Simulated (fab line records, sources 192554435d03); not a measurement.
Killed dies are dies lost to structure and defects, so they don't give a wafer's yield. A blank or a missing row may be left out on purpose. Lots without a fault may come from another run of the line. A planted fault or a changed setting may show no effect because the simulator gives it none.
fab line records | flow n5_finfet | part 2 of 2: steps 28 to 32 of 32
record lots=5 wafers=15 last_day=18
route steps=1938 shown WELL_APT@41 PMOS_HMC_CHANNEL_EPI@57
lots that met no fault: from a run of the same line without faults
start_h: hours from the record's first day to the start of the lot's first wafer shown | wait_h: hours since the lot's step before | " the same as in the row above | L1.1+2: a row that stands for several wafers | - no value, or no start given | * or withheld: withheld | < > ~ a bound
route shown NAME@n: a module of which the file shows steps, and the number in the route of the first | usual: mean/standard deviation of fault-free wafers | same: alike in all rows | chamber/n: place in a boat | sites: the reading at each site | _std_site: their standard deviation | _edge_site: outer sites' mean less inner sites' | radius_mm: how far each site lies from the wafer's centre | mask NAME#n: copy n | behind: the tool/chamber that last shaped the wafer | hold: why the lot was held/for how many hours/how that ended | device: the transistor (n, p or np) that didn't switch | end of line: the same wafers' tests at the end of the route | a step without rows: its recipe alone | killed: dies lost to structure and defects at the first sort, not the wafer's yield | map: a wafer's dies, x killed, . not, _ none there
set.NAME: the setting as run; set.NAME@STEP: as run at that earlier step | model.NAME: the simulator's own value behind a step, which no gauge read
lots at some steps of the route; a table a step, a row a wafer
services: from which hour (start_h, from the record's first day; less than 0 if before it) a tool's chamber was out of use, for how many hours, and why
## steps
# step N5_PMOS_HMC_CHANNEL_EPI_DESCUM_14
# recipe chemistry=O2 time_s=7.9 source_power_w=50 bias_power_w=20 pressure_mtorr=20 rf_frequency_hz=2.712e+07 temp_c=40 resist=CAR-ArF-block o2_flow_sccm=225
# usual drypump_motor_current_A=5.8/0.4 o2_flow_sccm=225.1/0.65 oes_product_au=0.76/0.074 rf_vpp_V=243.3/1.3 showerhead_plenum_p_Torr=2.10/0.073 temp_c=40.00/0.11 throttle_valve_pct=20.43/0.26
# columns lot.wafer tool chamber start_h wait_h drypump_motor_current_A o2_flow_sccm oes_product_au rf_hours_counter_h rf_vpp_V showerhead_plenum_p_Torr temp_c throttle_valve_pct
L077.1 rie_diel-01 0 35.53 0.3 5.4 225.2 0.85 42 243.5 2.15 40.11 20.73
L077.4 " 2 " " 5.6 225.7 0.74 - 244.2 2.08 40.16 19.98
L077.5 " 3 " " 5.9 224.7 0.87 - 244.9 2.23 40.01 20.40
L079.1 rie_diel-06 1 47.36 0.3 5.5 226.3 0.70 196 242.1 2.09 39.95 20.34
L079.2 " 2 " " 5.2 224.7 0.75 148 244.4 2.18 39.97 20.58
L079.5 " 0 " " 5.9 223.9 0.71 - 243.1 2.09 40.09 20.56
L091.2 rie_diel-02 2 119.60 0.0 5.7 225.3 0.73 172 243.9 2.18 39.86 20.54
L091.4 " 3 " " 6.4 225.7 0.69 204 244.2 2.08 39.91 20.52
L091.5 " 3 " " 6.4 224.9 0.69 - 243.8 2.08 39.95 20.54
L093.3 rie_diel-02 2 130.94 0.0 5.8 224.8 0.73 176 243.1 2.18 40.21 20.56
L093.4 " 3 " " 6.4 224.8 0.69 207 241.8 2.08 40.11 20.52
L093.6 " 2 " " 5.8 224.5 0.73 - 243.6 2.17 40.10 20.53
L095.2 rie_diel-06 0 143.27 0.0 5.9 224.6 0.69 239 242.9 2.08 39.83 20.59
L095.4 " 1 " " 5.5 224.8 0.67 226 241.5 2.08 39.89 20.39
L095.6 " 0 " " 5.9 225.0 0.70 - 241.4 2.08 39.96 20.59
# step N5_PMOS_HMC_CHANNEL_EPI_ETCH_32
# recipe chemistry=N2/H2 target=BARC stop_on=SiO2 target_depth_a=858 over_etch_frac=0.3 time_s=50.3 ion_energy_ev=200 mask_material=CAR-ArF-block pressure_mtorr=30 source_w=840 bias_w=150 n2_flow_sccm=200 h2_flow_sccm=200
# usual drypump_motor_current_A=5.8/0.4 oes_product_au=0.66/0.061 rf_vpp_V=524.1/2.5 showerhead_plenum_p_Torr=2.55/0.082 throttle_valve_pct=17.86/0.2
# columns lot.wafer tool chamber start_h wait_h drypump_motor_current_A oes_product_au rf_hours_counter_h rf_vpp_V showerhead_plenum_p_Torr throttle_valve_pct
L077.1 rie_diel-01 0 35.57 0.0 5.4 0.72 42 524.6 2.57 17.88
L077.4 " 2 " " 5.6 0.65 - 524.7 2.56 17.80
L077.5 " 3 " " 5.9 0.75 - 528.8 2.66 17.57
L079.1 rie_diel-06 1 47.40 0.0 5.5 0.60 196 524.6 2.54 17.86
L079.2 " 2 " " 5.2 0.64 148 527.4 2.66 18.10
L079.5 " 0 " " 5.9 0.62 - 522.6 2.50 17.94
L091.2 rie_diel-02 2 119.63 0.0 5.8 0.64 172 526.1 2.65 18.06
L091.4 " 3 " " 6.4 0.59 204 523.2 2.50 17.85
L091.5 " 3 " " 6.4 0.58 - 522.4 2.50 17.86
L093.3 rie_diel-02 2 130.97 0.0 5.8 0.64 176 526.4 2.65 18.07
L093.4 " 3 " " 6.4 0.58 207 522.1 2.50 17.85
L093.6 " 2 " " 5.8 0.64 - 528.4 2.65 18.07
L095.2 rie_diel-06 0 143.30 0.0 5.9 0.59 239 520.7 2.49 18.03
L095.4 " 1 " " 5.5 0.58 226 523.6 2.53 17.91
L095.6 " 0 " " 5.9 0.60 - 523.2 2.49 18.02
# step N5_PMOS_HMC_CHANNEL_EPI_HM_OPEN_15
# recipe chemistry=CHF3/O2 target=SiO2 mask_material=CAR-ArF-block target_depth_a=406 CHF3_flow_sccm=50 O2_flow_sccm=5 Ar_flow_sccm=200 time_s=20.3 pressure_mtorr=30 source_w=650 bias_w=170 ion_energy_ev=200
# usual drypump_motor_current_A=5.8/0.39 oes_product_au=0.76/0.075 rf_vpp_V=521/7 showerhead_plenum_p_Torr=2.42/0.071 throttle_valve_pct=18.90/0.25
# columns lot.wafer tool chamber start_h wait_h drypump_motor_current_A oes_product_au rf_hours_counter_h rf_vpp_V showerhead_plenum_p_Torr throttle_valve_pct
L077.1 rie_diel-01 0 35.61 0.0 5.4 0.85 42 527 2.45 19.09
L077.4 " 2 " " 5.6 0.76 - 519 2.42 18.65
L077.5 " 3 " " 5.9 0.87 - 520 2.53 18.70
L079.1 rie_diel-06 1 47.44 0.0 5.5 0.70 196 531 2.40 18.84
L079.2 " 2 " " 5.2 0.74 148 526 2.52 19.15
L079.5 " 0 " " 5.9 0.70 - 517 2.38 18.92
L091.2 rie_diel-02 2 119.67 0.0 5.8 0.73 172 519 2.48 18.89
L091.4 " 3 " " 6.4 0.67 204 511 2.38 18.92
L091.5 " 3 " " 6.4 0.68 - 512 2.38 18.92
L093.3 rie_diel-02 2 131.01 0.0 5.8 0.73 176 519 2.48 18.90
L093.4 " 3 " " 6.4 0.67 207 511 2.38 18.95
L093.6 " 2 " " 5.8 0.74 - 518 2.48 18.91
L095.2 rie_diel-06 0 143.35 0.0 5.9 0.69 239 517 2.37 18.95
L095.4 " 1 " " 5.5 0.67 226 530 2.39 18.86
L095.6 " 0 " " 5.9 0.68 - 518 2.37 18.96
# step N5_PMOS_HMC_CHANNEL_EPI_STRIP_33
# recipe chemistry=N2/H2 power_w=500 temp_c=40 pressure_mtorr=50 rf_frequency_hz=6e+07 overash_fraction=0.3 bias_power_w=8 h2_frac=0.5 n2_flow_sccm=300 h2_flow_sccm=300
# usual drypump_motor_current_A=5.8/0.4 oes_product_au=0.76/0.076 rf_vpp_V=54.4/1.6 showerhead_plenum_p_Torr=3.36/0.1 temp_c=40.00/0.11 throttle_valve_pct=18.95/0.26
# columns lot.wafer tool chamber start_h wait_h drypump_motor_current_A oes_product_au rf_hours_counter_h rf_vpp_V showerhead_plenum_p_Torr temp_c throttle_valve_pct
L077.1 rie_diel-01 0 35.66 0.0 5.4 0.85 42 53.0 3.39 40.06 18.74
L077.4 " 2 " " 5.6 0.75 - 52.2 3.38 40.10 19.19
L077.5 " 3 " " 5.9 0.87 - 53.8 3.51 39.94 18.55
L079.1 rie_diel-06 1 47.50 0.0 5.5 0.69 196 55.7 3.35 39.99 18.95
L079.2 " 2 " " 5.2 0.75 148 53.5 3.51 40.19 19.14
L079.5 " 0 " " 5.9 0.72 - 53.8 3.31 39.84 19.44
L091.2 rie_diel-02 2 119.73 0.0 5.8 0.73 172 55.5 3.50 40.04 19.18
L091.4 " 3 " " 6.4 0.69 204 53.8 3.31 39.98 18.88
L091.5 " 3 " " 6.5 0.68 - 55.9 3.31 40.10 18.89
L093.3 rie_diel-02 2 131.07 0.0 5.8 0.74 176 52.7 3.50 40.08 19.19
L093.4 " 3 " " 6.4 0.69 207 57.2 3.31 39.86 18.89
L093.6 " 2 " " 5.8 0.73 - 55.2 3.50 40.06 19.19
L095.2 rie_diel-06 0 143.40 0.0 5.9 0.69 239 53.0 3.29 39.73 19.47
L095.4 " 1 " " 5.5 0.67 226 55.6 3.34 40.18 18.97
L095.6 " 0 " " 5.9 0.69 - 54.9 3.30 39.89 19.47
# step N5_PMOS_HMC_CHANNEL_EPI_STRIP_17
# recipe chemistry=SPM time_s=750 temp_c=130 h2so4_h2o2_vol_ratio=4 dry=ipa_marangoni
# usual temp_c=130.01/0.16
# columns lot.wafer tool chamber start_h wait_h temp_c
L077.1 wet_bench-02 7 35.73 - 129.76
L077.4 " 4 " " 130.11
L077.5 " 3 " " 129.87
L079.1 wet_bench-02 6 47.56 - 130.00
L079.2 " 2 " " 130.17
L079.5 " 5 " " 129.97
L091.2 wet_bench-01 6 119.80 - 129.82
L091.4 " 5 " " 129.86
L091.5 " 0 " " 130.31
L093.3 wet_bench-02 4 131.14 - 129.88
L093.4 " 3 " " 130.23
L093.6 " 1 " " 130.28
L095.2 wet_bench-03 6 143.47 - 130.10
L095.4 " 7 " " 129.78
L095.6 " 5 " " 129.92
## services
# columns tool chamber start_h hours kind
rie_diel-02 1 30.25 1.6 repair
rie_diel-04 2 32.91 5.1 repair
rie_diel-05 - 34.27 1.2 repair
rie_diel-02 0 35.62 16.3 repair
implanter-02 - 36.02 4.0 pm
rie_diel-03 3 39.36 40.4 repair
arfi_scanner-01 - 42.70 1.3 pm
pecvd-03 2 45.28 4.9 repair
rie_diel-04 2 53.58 6.0 repair
arfi_scanner-02 - 57.38 1.0 pm
arfi_scanner-02 - 64.09 0.8 pm
pecvd-03 - 77.70 2.5 repair
rtp_anneal-01 - 80.18 3.8 pm
wet_bench-02 - 84.73 1.9 pm
rie_diel-05 2 91.55 11.1 repair
arfi_scanner-01 - 91.57 1.5 pm
arfi_scanner-02 - 93.07 4.9 pm
arfi_scanner-01 - 99.94 1.1 repair
rie_diel-01 1 107.72 3.6 repair
arfi_scanner-02 - 114.40 1.3 pm
wet_bench-04 - 117.12 0.8 repair
rie_diel-03 - 118.04 2.8 pm
rie_diel-04 2 122.02 1.8 repair
pecvd-04 2 131.19 15.6 repair
